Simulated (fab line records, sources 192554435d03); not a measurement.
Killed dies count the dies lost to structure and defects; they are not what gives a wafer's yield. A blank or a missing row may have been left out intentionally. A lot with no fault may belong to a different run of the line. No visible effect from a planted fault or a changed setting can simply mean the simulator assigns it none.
Which tool is to blame? ; flow n5 finfet ; 27 wafers from 9 lots sampled at 8 of the route's 1938 steps

== WHAT EACH GAUGE READ, for each wafer ==
N5_BEOL_M3_INSPECT_59: inspects for defects (darkfield). Usual: raw defect count at 70, with a standard deviation of 23.
lot;measured;on;raw defect count;flag
L935;day 10 01:23;defect inspect-01;106 49 56;
L936;day 10 01:44;defect inspect-01;36 61 47;
L939;day 10 18:04;defect inspect-01;70 74 92;
L940;day 10 18:34;defect inspect-02;83 45 75;
L944;day 11 11:18;defect inspect-02;76 89 73;
L946;day 13 04:51;defect inspect-01;76 54 67;
L948;day 13 09:52;defect inspect-01;613 632 584;OFF
L952;day 14 05:28;defect inspect-01;655 614 611;OFF
L938;day 14 07:02;defect inspect-01;82 121 76;

N5_BEOL_M4_INSPECT_13: inspects for defects (brightfield). Usual: raw defect count at 424, with a standard deviation of 110.
lot;measured;on;raw defect count;flag
L935;day 10 04:06;defect inspect-01;515 443 388;
L936;day 10 04:26;defect inspect-02;298 402 465;
L939;day 10 19:19;defect inspect-02;381 364 331;
L940;day 10 19:31;defect inspect-01;628 614 454;
L944;day 11 12:16;defect inspect-02;349 394 587;
L946;day 13 07:35;defect inspect-01;304 288 287;
L948;day 13 12:23;defect inspect-02;859 1210 918;OFF
L952;day 14 06:39;defect inspect-01;1033 990 876;OFF
L938;day 14 09:07;defect inspect-01;385 392 525;

N5_BEOL_M4_INSPECT_30: inspects for defects (brightfield). Usual: raw defect count at 420, with a standard deviation of 110.
lot;measured;on;raw defect count;flag
L935;day 10 05:14;defect inspect-02;488 432 386;
L936;day 10 05:23;defect inspect-01;317 419 507;
L939;day 10 20:25;defect inspect-01;433 400 355;
L940;day 10 20:28;defect inspect-02;545 569 416;
L944;day 11 13:26;defect inspect-02;353 384 599;
L946;day 13 09:08;defect inspect-01;302 281 290;
L948;day 13 13:23;defect inspect-01;872 1290 932;OFF
L952;day 14 07:35;defect inspect-01;1039 991 904;OFF
L938;day 14 10:14;defect inspect-01;404 402 543;

N5_BEOL_M4_RC_MEAS_101. Usual: DIBL_N 36.0 mV/V, standard deviation 1.3; DIBL_P 36.2 mV/V, standard deviation 1.7; IOFF_N 0.155 nA/um, standard deviation 0.024; IOFF_P 0.21 nA/um, standard deviation 0.034; ION_N 674 uA/um, standard deviation 9; ION_P 463 uA/um, standard deviation 7.1; SS_N 71.4 mV/dec, standard deviation 0.5; SS_P 73.4 mV/dec, standard deviation 0.57; VT_N 250.0 mV, standard deviation 2.8; VT_P -251 mV, standard deviation 3.2.
lot;measured;on;DIBL_N (mV/V);DIBL_P (mV/V);IOFF_N (nA/um);IOFF_P (nA/um);ION_N (uA/um);ION_P (uA/um);SS_N (mV/dec);SS_P (mV/dec);VT_N (mV);VT_P (mV);flag
L935;day 11 09:54;prober-01;35.8 35.7 37.3;35.3 35.4 37.0;0.143 0.144 0.171;0.18 0.19 0.20;675 675 680;457 458 459;71.1 70.8 71.6;72.9 73.4 73.3;250.7 251.6 249.7;-252 -252 -251;
L936;day 11 12:30;prober-02;35.3 37.4 35.4;33.8 36.0 33.4;0.133 0.164 0.134;0.19 0.22 0.19;674 681 665;466 467 463;71.6 71.4 71.7;72.8 73.2 73.0;251.5 247.7 251.1;-251 -250 -251;
L939;day 12 01:49;prober-02;33.4 37.6 34.8;33.2 38.7 34.7;0.119 0.184 0.129;0.16 0.24 0.19;674 687 670;468 469 466;70.7 71.9 71.7;72.5 74.5 72.3;250.9 246.6 250.3;-252 -245 -252;
L940;day 12 05:06;prober-01;37.7 35.2 38.3;38.9 34.5 39.2;0.166 0.118 0.181;0.21 0.15 0.22;681 655 676;468 447 467;72.4 71.3 71.6;73.9 72.2 73.0;249.4 251.3 248.6;-251 -257 -251;
L944;day 13 01:10;prober-01;35.9 33.2 36.0;37.4 34.1 37.1;0.173 0.126 0.177;0.21 0.17 0.22;678 670 688;460 463 471;71.4 70.8 71.2;73.1 72.8 73.1;248.6 253.2 248.4;-249 -251 -249;
L946;day 14 03:13;prober-01;35.1 36.7 36.6;35.2 37.5 37.3;0.152 0.187 0.185;0.23 0.26 0.25;678 689 678;474 475 468;70.9 71.5 72.2;72.6 73.5 73.5;250.0 246.1 245.4;-247 -244 -246;
L948;day 13 23:57;prober-02;37.7 35.4 38.0;36.4 33.7 37.1;0.176 0.134 0.192;0.26 0.21 0.28;683 668 678;472 465 473;71.4 72.0 72.3;74.0 73.5 73.9;245.8 247.5 245.9;-246 -246 -243;
L952;day 14 15:31;prober-01;36.7 37.5 36.4;36.2 37.5 36.1;0.164 0.180 0.156;0.24 0.26 0.23;680 683 680;473 476 472;72.1 72.1 72.2;73.5 74.1 73.3;250.9 251.2 250.9;-246 -246 -247;
L938;day 15 11:17;prober-02;36.1 36.3 34.5;37.0 37.2 35.2;0.162 0.155 0.132;0.20 0.20 0.18;674 663 660;458 451 453;71.9 71.7 71.2;73.4 72.9 73.7;249.5 251.1 252.5;-251 -254 -254;

== WHAT TOOL EACH LOT RAN ON (gives the tool, then ch and the chambers of the sampled wafers, and finally the start) ==
lot;N5_BEOL_M3_SPUTTER_79;N5_BEOL_M3_ANNEAL_80;N5_BEOL_M3_SPUTTER_81;N5_BEOL_M3_CO_CAP_55
L935;pvd sputter-03, day 9 22:45;pvd sputter-03, day 9 22:50;pvd sputter-03, day 9 22:58;cvd co-01 ch 0,1,2, day 10 01:10
L936;pvd sputter-01, day 9 23:07;pvd sputter-01, day 9 23:12;pvd sputter-01, day 9 23:20;cvd co-01 ch 0,1,2, day 10 01:32
L939;pvd sputter-02, day 10 15:28;pvd sputter-02, day 10 15:32;pvd sputter-02, day 10 15:41;cvd co-01 ch 0,2, day 10 17:52
L940;pvd sputter-01, day 10 15:35;pvd sputter-01, day 10 15:40;pvd sputter-01, day 10 15:48;cvd co-01 ch 0,1,2, day 10 18:22
L944;pvd sputter-02, day 11 07:12;pvd sputter-02, day 11 07:17;pvd sputter-02, day 11 07:25;cvd co-02 ch 0,2, day 11 11:05
L946;pvd sputter-02, day 13 02:14;pvd sputter-02, day 13 02:19;pvd sputter-02, day 13 02:27;cvd co-01 ch 0,2, day 13 04:38
L948;pvd sputter-02, day 13 07:04;pvd sputter-02, day 13 07:09;pvd sputter-02, day 13 07:17;cvd co-01 ch 0,1, day 13 09:39
L952;pvd sputter-02, day 14 02:48;pvd sputter-02, day 14 02:53;pvd sputter-02, day 14 03:01;cvd co-01 ch 0,1,2, day 14 05:13
L938;pvd sputter-03, day 14 04:18;pvd sputter-03, day 14 04:23;pvd sputter-03, day 14 04:31;cvd co-02 ch 0,1,2, day 14 06:49
- N5_BEOL_M3_SPUTTER_79: material Cu, target thk 4.5 nm, time 8.29 s.
- N5_BEOL_M3_ANNEAL_80: time 240 s.
- N5_BEOL_M3_SPUTTER_81: material Cu, target thk 4.5 nm, time 8.29 s.
- N5_BEOL_M3_CO_CAP_55: material Co, precursor CCTBA/H2, target thk 2 nm, time 102.1 s.

== AS READ BY THE TOOLS THEMSELVES (means over the sampled wafers that have a number; for cases with no such wafer, the mark the record gives instead) ==
N5_BEOL_M3_SPUTTER_79. Usual: chuck sensor temp C -16.2 C, standard deviation 0.43; throttle valve pct 29.8 %, standard deviation 1.1.
lot;tool;chuck sensor temp C (C);throttle valve pct (%);flag
L935;pvd sputter-03;-16.0;31.0;
L936;pvd sputter-01;-16.1;29.7;
L939;pvd sputter-02;-16.4;30.2;
L940;pvd sputter-01;-16.1;29.6;
L944;pvd sputter-02;-16.2;30.5;
L946;pvd sputter-02;-16.1;28.6;
L948;pvd sputter-02;-16.1;28.4;
L952;pvd sputter-02;-16.4;30.2;
L938;pvd sputter-03;-16.0;30.5;

N5_BEOL_M3_ANNEAL_80. Usual: heater power w at 832 W, with a standard deviation of 72.
lot;tool;heater power w (W);flag
L935;pvd sputter-03;793;
L936;pvd sputter-01;832;
L939;pvd sputter-02;827;
L940;pvd sputter-01;902;
L944;pvd sputter-02;858;
L946;pvd sputter-02;829;
L948;pvd sputter-02;839;
L952;pvd sputter-02;827;
L938;pvd sputter-03;756;

N5_BEOL_M3_SPUTTER_81. Usual: chuck sensor temp C -16.2 C, standard deviation 0.44; throttle valve pct 29.9 %, standard deviation 1.1.
lot;tool;chuck sensor temp C (C);throttle valve pct (%);flag
L935;pvd sputter-03;-16.0;31.1;
L936;pvd sputter-01;-16.0;29.8;
L939;pvd sputter-02;-16.4;30.4;
L940;pvd sputter-01;-16.1;29.5;
L944;pvd sputter-02;-16.2;30.6;
L946;pvd sputter-02;-16.2;28.6;
L948;pvd sputter-02;-16.2;28.5;
L952;pvd sputter-02;-16.3;30.3;
L938;pvd sputter-03;-15.9;30.6;

N5_BEOL_M3_CO_CAP_55. Usual: heater power w at 245 W, with a standard deviation of 8.5.
lot;tool;heater power w (W);flag
L935;cvd co-01;243;
L936;cvd co-01;247;
L939;cvd co-01;241;
L940;cvd co-01;245;
L944;cvd co-02;248;
L946;cvd co-01;246;
L948;cvd co-01;247;
L952;cvd co-01;248;
L938;cvd co-02;246;

== THE ANSWER, worked out from the rows above alone ==
Rule: take the mean of a lot's wafers that have a number; if it is more than 3 standard deviations from the usual mean, the lot is off. Also off: a lot with no number at a reading for which 4 or more lots have one. All remaining lots with rows at the step are treated as sound. First the gauges in route order, then the tools' own readings, where a lot's mean is used as printed above. At the first step where some lot is off, the reading lying furthest off is the one used; lots without a number count as furthest.
Off: L948, L952, at N5_BEOL_M3_INSPECT_59 (raw defect count).
A tool fits if, at a process step before that reading, it ran every lot that is off, and no sound lot after the first of them. Gauges at N5_BEOL_M3_INSPECT_59: tried the same way as those tools. Undecided on this evidence; 2 tools fit (pvd sputter-02 at N5_BEOL_M3_SPUTTER_79 and N5_BEOL_M3_ANNEAL_80 and N5_BEOL_M3_SPUTTER_81, cvd co-01 at N5_BEOL_M3_CO_CAP_55).

== WHAT THE SIMULATOR HAD INSERTED ==
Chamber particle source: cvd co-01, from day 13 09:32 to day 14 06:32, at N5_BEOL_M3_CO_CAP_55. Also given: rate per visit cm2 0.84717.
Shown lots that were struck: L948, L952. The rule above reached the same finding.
